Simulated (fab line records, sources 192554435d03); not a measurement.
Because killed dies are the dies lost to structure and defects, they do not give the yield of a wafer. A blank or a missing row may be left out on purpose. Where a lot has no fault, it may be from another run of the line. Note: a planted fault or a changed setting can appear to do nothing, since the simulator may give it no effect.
Chamber matching || flow n5 finfet || N5_BEOL_M6_ETCH_65 on rie diel-04 has 4 sister chambers
The step etches SiARC in CF4, target depth 15.6 nm, time 26 s. 14 wafers are shown with their chamber, then 7 later ones without.

EACH WAFER AND ITS CHAMBER
{"wafer": "L077.1", "chamber": 0, "drypump motor current A (A)": 5.0, "showerhead plenum p Torr (Torr)": 2.08, "etch rf on time s (s)": 25.5}
{"wafer": "L077.4", "chamber": 1, "drypump motor current A (A)": 5.8, "showerhead plenum p Torr (Torr)": 2.20, "etch rf on time s (s)": 27.1}
{"wafer": "L077.6", "chamber": 3, "drypump motor current A (A)": 6.3, "showerhead plenum p Torr (Torr)": 2.16, "etch rf on time s (s)": 25.4}
{"wafer": "L080.3", "chamber": 3, "drypump motor current A (A)": 6.3, "showerhead plenum p Torr (Torr)": 2.15, "etch rf on time s (s)": 25.7}
{"wafer": "L080.4", "chamber": 2, "drypump motor current A (A)": 6.3, "showerhead plenum p Torr (Torr)": 2.24, "etch rf on time s (s)": 25.6}
{"wafer": "L080.5", "chamber": 0, "drypump motor current A (A)": 5.0, "showerhead plenum p Torr (Torr)": 2.08, "etch rf on time s (s)": 25.8}
{"wafer": "L082.1", "chamber": 0, "drypump motor current A (A)": 5.0, "showerhead plenum p Torr (Torr)": 2.08, "etch rf on time s (s)": 25.8}
{"wafer": "L082.5", "chamber": 0, "drypump motor current A (A)": 5.0, "showerhead plenum p Torr (Torr)": 2.08, "etch rf on time s (s)": 25.7}
{"wafer": "L082.6", "chamber": 2, "drypump motor current A (A)": 6.3, "showerhead plenum p Torr (Torr)": 2.24, "etch rf on time s (s)": 25.6}
{"wafer": "L084.1", "chamber": 1, "drypump motor current A (A)": 5.8, "showerhead plenum p Torr (Torr)": 2.20, "etch rf on time s (s)": 26.8}
{"wafer": "L084.2", "chamber": 3, "drypump motor current A (A)": 6.3, "showerhead plenum p Torr (Torr)": 2.15, "etch rf on time s (s)": 25.5}
{"wafer": "L084.3", "chamber": 0, "drypump motor current A (A)": 4.9, "showerhead plenum p Torr (Torr)": 2.08, "etch rf on time s (s)": 26.0}
{"wafer": "L087.3", "chamber": 0, "drypump motor current A (A)": 5.0, "showerhead plenum p Torr (Torr)": 2.07, "etch rf on time s (s)": 26.1}
{"wafer": "L087.4", "chamber": 3, "drypump motor current A (A)": 6.3, "showerhead plenum p Torr (Torr)": 2.15, "etch rf on time s (s)": 25.5}

SIGNATURES (means of the wafers above)
{"reading": "drypump motor current A", "chamber 0": 4.983, "chamber 1": 5.800, "chamber 2": 6.300, "chamber 3": 6.300, "scatter within a chamber": 0.0289}
{"reading": "showerhead plenum p Torr", "chamber 0": 2.0783, "chamber 1": 2.2000, "chamber 2": 2.2400, "chamber 3": 2.1525, "scatter within a chamber": 0.00398}
{"reading": "etch rf on time s", "chamber 0": 25.817, "chamber 1": 26.950, "chamber 2": 25.600, "chamber 3": 25.525, "scatter within a chamber": 0.179}
Rule: a wafer's distance from a chamber is the root of the sum, over the readings, of the square of ((its reading less the chamber's mean) divided by the reading's scatter). The wafer belongs to the nearest chamber; if the next one is less than 2 further off, it can't be placed. The scatter: the root of (the sum of the squares of (reading less its chamber's mean) over the shown wafers, divided by (wafers less chambers)).

WAFERS WITHOUT THEIR CHAMBER
{"wafer": "L087.5", "drypump motor current A (A)": 6.3, "showerhead plenum p Torr (Torr)": 2.23, "etch rf on time s (s)": 25.4}
{"wafer": "L095.1", "drypump motor current A (A)": 6.3, "showerhead plenum p Torr (Torr)": 2.14, "etch rf on time s (s)": 25.5}
{"wafer": "L095.2", "drypump motor current A (A)": 5.0, "showerhead plenum p Torr (Torr)": 2.07, "etch rf on time s (s)": 25.4}
{"wafer": "L095.5", "drypump motor current A (A)": 6.3, "showerhead plenum p Torr (Torr)": 2.22, "etch rf on time s (s)": 25.4}
{"wafer": "L097.1", "drypump motor current A (A)": 6.3, "showerhead plenum p Torr (Torr)": 2.14, "etch rf on time s (s)": 26.0}
{"wafer": "L097.3", "drypump motor current A (A)": 5.8, "showerhead plenum p Torr (Torr)": 2.19, "etch rf on time s (s)": 26.7}
{"wafer": "L097.5", "drypump motor current A (A)": 6.3, "showerhead plenum p Torr (Torr)": 2.14, "etch rf on time s (s)": 25.6}

THE CHAMBER EACH PASSED THROUGH
{"wafer": "L087.5", "from the rows above": 2, "in truth": 2}
{"wafer": "L095.1", "from the rows above": 3, "in truth": 3}
{"wafer": "L095.2", "from the rows above": 0, "in truth": 0}
{"wafer": "L095.5", "from the rows above": 2, "in truth": 2}
{"wafer": "L097.1", "from the rows above": 3, "in truth": 3}
{"wafer": "L097.3", "from the rows above": 1, "in truth": 1}
{"wafer": "L097.5", "from the rows above": 3, "in truth": 3}
Correct placement for 7 of the 7. Number that these rows cannot place: 0. Placed wrongly: 0.
